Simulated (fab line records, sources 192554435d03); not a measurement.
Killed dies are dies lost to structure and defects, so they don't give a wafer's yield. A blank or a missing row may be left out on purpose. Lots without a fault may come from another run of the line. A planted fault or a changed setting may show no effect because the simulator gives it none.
Chamber matching | flow n5_finfet | N5_BEOL_M1_VIA_ETCH_34 on rie_diel-04: 4 sister chambers
The step etches the open film in C4F6/O2, target depth 67.8 nm, time 64.4 s. 20 wafers are shown with their chamber, then 10 later ones without.

WAFERS WITH THEIR CHAMBER
wafer  | chamber | drypump_motor_current_A (A) | showerhead_plenum_p_Torr (Torr) | throttle_valve_pct (%)
L074.1 | 3       | 5.9                         | 2.97                            | 30.75
L074.2 | 2       | 5.4                         | 2.84                            | 30.51
L074.3 | 1       | 6.0                         | 2.95                            | 30.76
L078.1 | 3       | 5.9                         | 2.96                            | 30.78
L078.5 | 3       | 5.9                         | 2.96                            | 30.78
L078.6 | 0       | 6.3                         | 2.72                            | 31.09
L082.2 | 2       | 5.4                         | 2.84                            | 30.53
L082.3 | 1       | 6.0                         | 2.95                            | 30.79
L082.5 | 1       | 6.0                         | 2.95                            | 30.77
L083.2 | 1       | 6.0                         | 2.95                            | 30.78
L083.3 | 3       | 5.9                         | 2.96                            | 30.79
L083.6 | 1       | 6.0                         | 2.95                            | 30.79
L088.2 | 3       | 5.9                         | 2.96                            | 30.79
L088.3 | 0       | 6.4                         | 2.71                            | 31.10
L088.5 | 2       | 5.4                         | 2.83                            | 30.54
L089.1 | 1       | 6.0                         | 2.94                            | 30.77
L089.2 | 0       | 6.3                         | 2.71                            | 31.11
L089.3 | 2       | 5.4                         | 2.83                            | 30.55
L091.1 | 1       | 6.0                         | 2.94                            | 30.79
L091.3 | 0       | 6.3                         | 2.71                            | 31.12

SIGNATURES (means of the wafers above)
reading                  | chamber 0 | chamber 1 | chamber 2 | chamber 3 | scatter within a chamber
drypump_motor_current_A  | 6.325     | 6.000     | 5.400     | 5.900     | 0.0217
showerhead_plenum_p_Torr | 2.7125    | 2.9471    | 2.8350    | 2.9620    | 0.00499
throttle_valve_pct       | 31.1050   | 30.7786   | 30.5325   | 30.7780   | 0.0144
Rule: a wafer's distance from a chamber is the root of the sum, over the readings, of the square of ((its reading less the chamber's mean) divided by the reading's scatter). The wafer belongs to the nearest chamber; if the next one is less than 2 further off, it can't be placed. The scatter: the root of (the sum of the squares of (reading less its chamber's mean) over the shown wafers, divided by (wafers less chambers)).

WAFERS WITHOUT THEIR CHAMBER
wafer  | drypump_motor_current_A (A) | showerhead_plenum_p_Torr (Torr) | throttle_valve_pct (%)
L091.6 | 5.4                         | 2.83                            | 30.57
L094.2 | 6.0                         | 2.95                            | 30.79
L094.5 | 5.9                         | 2.95                            | 30.80
L094.6 | 6.3                         | 2.71                            | 31.12
L095.1 | 6.0                         | 2.94                            | 30.78
L095.2 | 6.4                         | 2.71                            | 31.12
L095.4 | 6.0                         | 2.95                            | 30.81
L096.4 | 6.4                         | 2.70                            | 31.12
L096.5 | 6.1                         | 2.94                            | 30.79
L096.6 | 6.0                         | 2.95                            | 30.81

WHICH CHAMBER EACH WENT THROUGH
wafer  | from the rows above | in truth
L091.6 | 2                   | 2
L094.2 | 1                   | 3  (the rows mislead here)
L094.5 | 3                   | 3
L094.6 | 0                   | 0
L095.1 | 1                   | 1
L095.2 | 0                   | 0
L095.4 | 1                   | 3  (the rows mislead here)
L096.4 | 0                   | 0
L096.5 | 1                   | 1
L096.6 | 1                   | 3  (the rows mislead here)
Placed correctly: 7 of 10. Can't be placed from these rows: 0. Placed wrongly: 3.
